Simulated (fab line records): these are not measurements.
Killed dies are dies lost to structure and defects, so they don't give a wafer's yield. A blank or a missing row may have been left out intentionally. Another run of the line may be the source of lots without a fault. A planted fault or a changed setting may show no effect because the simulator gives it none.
Which tool is to blame? | flow n5-finfet | 6 lots with 18 wafers sampled at 2 steps, on a route of 1938 steps

WHAT EACH GAUGE READ, for each wafer
N5_BEOL_M6_THK_MEAS_53: measures by xrf.
lot  | measured     | on            | M6_THK (nm)
L675 | day 10 10:50 | film-metro-01 | 76.7 82.5 77.9
L678 | day 10 23:13 | film-metro-01 | 81.2 81.5 79.0
L682 | day 11 04:29 | film-metro-02 | 79.7 76.2 77.4
L686 | day 13 10:30 | film-metro-02 | 79.9 78.7 78.1
L692 | day 14 08:17 | film-metro-01 | 79.5 78.7 82.5
L696 | day 15 20:41 | film-metro-02 | 85.4 81.2 80.1

WHAT TOOL EACH LOT RAN ON (gives the tool, then ch and the chambers of the sampled wafers, and finally the start)
lot  | N5_BEOL_M6_CURE_75
L675 | uv-cure-03 ch 2, day 10 08:20
L678 | uv-cure-03 ch 1, day 10 21:24
L682 | uv-cure-02 ch 2, day 11 02:47
L686 | uv-cure-02 ch 0, day 13 07:38
L692 | uv-cure-02 ch 1, day 14 05:50
L696 | uv-cure-02 ch 1, day 15 18:10
- N5_BEOL_M6_CURE_75: cures SiCOH lowk, time 120 s.

THE ANSWER, worked out from the rows above alone
Rule: the usual values come from the lots themselves. Put in order of their means at a reading, lots are off if they are a third of the lots or fewer, leave a main group of 4 or more, and stand apart from it by a gap of 3 or more times the standard deviation of the main group's means; of several such gaps the widest counts. The tables above print the reading to a certain number of digits; a main group whose means all agree to those digits is not used. Also off: a lot with no number at a reading for which 4 or more lots have one. Any other lot the step has rows for is counted as sound.
No lot is off on any of the readings shown, so nothing can be concluded from this.

WHAT THE SIMULATOR PUT IN
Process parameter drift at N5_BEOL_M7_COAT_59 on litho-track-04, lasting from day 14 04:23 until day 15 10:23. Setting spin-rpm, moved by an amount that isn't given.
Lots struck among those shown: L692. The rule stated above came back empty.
